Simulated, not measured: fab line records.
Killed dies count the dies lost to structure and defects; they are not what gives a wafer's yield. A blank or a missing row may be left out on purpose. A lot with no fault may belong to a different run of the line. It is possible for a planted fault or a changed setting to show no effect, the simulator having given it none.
Chamber matching | flow n5Finfet | N5_BEOL_M8_DEP_56 on pecvd-01: 3 sister chambers
The step deposits SiCN from 3MS/NH3, target thk 10 nm, time 17.5 s. 3 wafers are shown with their chamber, then 11 later ones without.

EACH WAFER AND ITS CHAMBER
wafer  | chamber | throttleValvePct (%)
L078.2 | 0       | 8.8
L087.6 | 1       | 10.0
L094.1 | 2       | 9.7

WAFERS WITHOUT THEIR CHAMBER
wafer  | throttleValvePct (%)
L094.2 | 9.8
L094.4 | 8.5
L096.1 | 9.6
L096.2 | 8.6
L096.3 | 9.9
L097.1 | 8.7
L097.2 | 9.7
L097.3 | 9.6
L097.4 | 10.0
L097.5 | 8.7
L097.6 | 9.7

WHICH CHAMBER EACH WENT THROUGH
wafer  | from the rows above     | in truth
L094.2 | can't be placed: 2 or 1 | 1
L094.4 | 0                       | 0
L096.1 | 2                       | 2
L096.2 | 0                       | 0
L096.3 | can't be placed: 1 or 2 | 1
L097.1 | 0                       | 0
L097.2 | 2                       | 2
L097.3 | 2                       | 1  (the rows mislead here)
L097.4 | 1                       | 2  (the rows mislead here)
L097.5 | 0                       | 0
L097.6 | 2                       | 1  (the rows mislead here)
Correct placement for 6 of the 11. These rows do not allow placing 2 (true chamber among the candidates in 2). Number placed wrongly: 3.
How it was worked out, from the rows above alone: a wafer's distance from a chamber is the root of the sum, over the readings, of the square of ((its reading less the chamber's mean) divided by the reading's scatter). If the next closest chamber is less than 2 further off than the closest, the wafer can't be placed; otherwise it belongs to the closest. The mean given for a chamber averages the wafers shown for that chamber. The scatter: with one shown wafer a chamber, the root of the mean of the squares of how far each hidden wafer lies from its nearest shown one.
